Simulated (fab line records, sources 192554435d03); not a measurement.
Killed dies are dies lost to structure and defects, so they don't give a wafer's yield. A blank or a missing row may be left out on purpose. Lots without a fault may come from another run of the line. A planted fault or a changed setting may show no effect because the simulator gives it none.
Chamber matching | flow n5_finfet | N5_BEOL_M5_ETCH_75 on rie_diel-01: 4 sister chambers
The step etches underlayer in N2/H2, target depth 6.5 nm, time 5.2 s. 24 wafers are shown with their chamber, then 12 later ones without.

WAFERS WITH THEIR CHAMBER
wafer  | chamber | showerhead_plenum_p_Torr (Torr) | drypump_motor_current_A (A) | oes_product_au (a.u.)
L077.3 | 1       | 2.52                            | 5.9                         | 0.61
L077.4 | 3       | 2.48                            | 6.3                         | 0.76
L077.6 | 0       | 2.64                            | 5.2                         | 0.60
L078.2 | 0       | 2.64                            | 5.2                         | 0.61
L078.4 | 3       | 2.48                            | 6.2                         | 0.75
L078.5 | 2       | 2.40                            | 6.2                         | 0.60
L080.1 | 0       | 2.64                            | 5.2                         | 0.61
L080.4 | 2       | 2.40                            | 6.1                         | 0.60
L080.6 | 1       | 2.52                            | 5.8                         | 0.61
L085.2 | 2       | 2.40                            | 6.1                         | 0.60
L085.4 | 1       | 2.51                            | 5.9                         | 0.61
L085.6 | 1       | 2.51                            | 5.8                         | 0.60
L086.1 | 3       | 2.47                            | 6.2                         | 0.73
L086.2 | 2       | 2.40                            | 6.1                         | 0.59
L086.4 | 0       | 2.64                            | 5.2                         | 0.60
L084.1 | 0       | 2.64                            | 5.2                         | 0.60
L084.5 | 3       | 2.47                            | 6.3                         | 0.72
L084.6 | 0       | 2.64                            | 5.2                         | 0.60
L090.1 | 0       | 2.63                            | 5.2                         | 0.60
L090.2 | 2       | 2.39                            | 6.1                         | 0.58
L090.3 | 3       | 2.47                            | 6.3                         | 0.72
L090.4 | 1       | 2.51                            | 5.8                         | 0.60
L090.5 | 3       | 2.47                            | 6.2                         | 0.72
L090.6 | 0       | 2.64                            | 5.2                         | 0.59

SIGNATURES (means of the wafers above)
reading                  | chamber 0 | chamber 1 | chamber 2 | chamber 3 | scatter within a chamber
showerhead_plenum_p_Torr | 2.6387    | 2.5140    | 2.3980    | 2.4733    | 0.00459
drypump_motor_current_A  | 5.200     | 5.840     | 6.120     | 6.250     | 0.0418
oes_product_au           | 0.6012    | 0.6060    | 0.5940    | 0.7333    | 0.0106
Rule: a wafer's distance from a chamber is the root of the sum, over the readings, of the square of ((its reading less the chamber's mean) divided by the reading's scatter). The wafer belongs to the nearest chamber; if the next one is less than 2 further off, it can't be placed. The scatter: the root of (the sum of the squares of (reading less its chamber's mean) over the shown wafers, divided by (wafers less chambers)).

WAFERS WITHOUT THEIR CHAMBER
wafer  | showerhead_plenum_p_Torr (Torr) | drypump_motor_current_A (A) | oes_product_au (a.u.)
L091.1 | 2.39                            | 6.1                         | 0.59
L091.3 | 2.63                            | 5.2                         | 0.60
L091.4 | 2.47                            | 6.2                         | 0.73
L093.1 | 2.51                            | 5.9                         | 0.59
L093.2 | 2.63                            | 5.2                         | 0.58
L093.3 | 2.46                            | 6.2                         | 0.72
L095.2 | 2.51                            | 5.9                         | 0.60
L095.4 | 2.46                            | 6.3                         | 0.71
L095.5 | 2.51                            | 5.8                         | 0.60
L097.4 | 2.71                            | 6.1                         | 0.87
L097.5 | 2.46                            | 6.3                         | 0.71
L097.6 | 2.71                            | 6.1                         | 0.85

WHICH CHAMBER EACH WENT THROUGH
wafer  | from the rows above | in truth
L091.1 | 2                   | 2
L091.3 | 0                   | 0
L091.4 | 3                   | 3
L093.1 | 1                   | 1
L093.2 | 0                   | 0
L093.3 | 3                   | 3
L095.2 | 1                   | 1
L095.4 | 3                   | 3
L095.5 | 1                   | 1
L097.4 | 0                   | 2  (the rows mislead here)
L097.5 | 3                   | 3
L097.6 | 0                   | 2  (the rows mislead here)
Placed correctly: 10 of 12. Can't be placed from these rows: 0. Placed wrongly: 2.
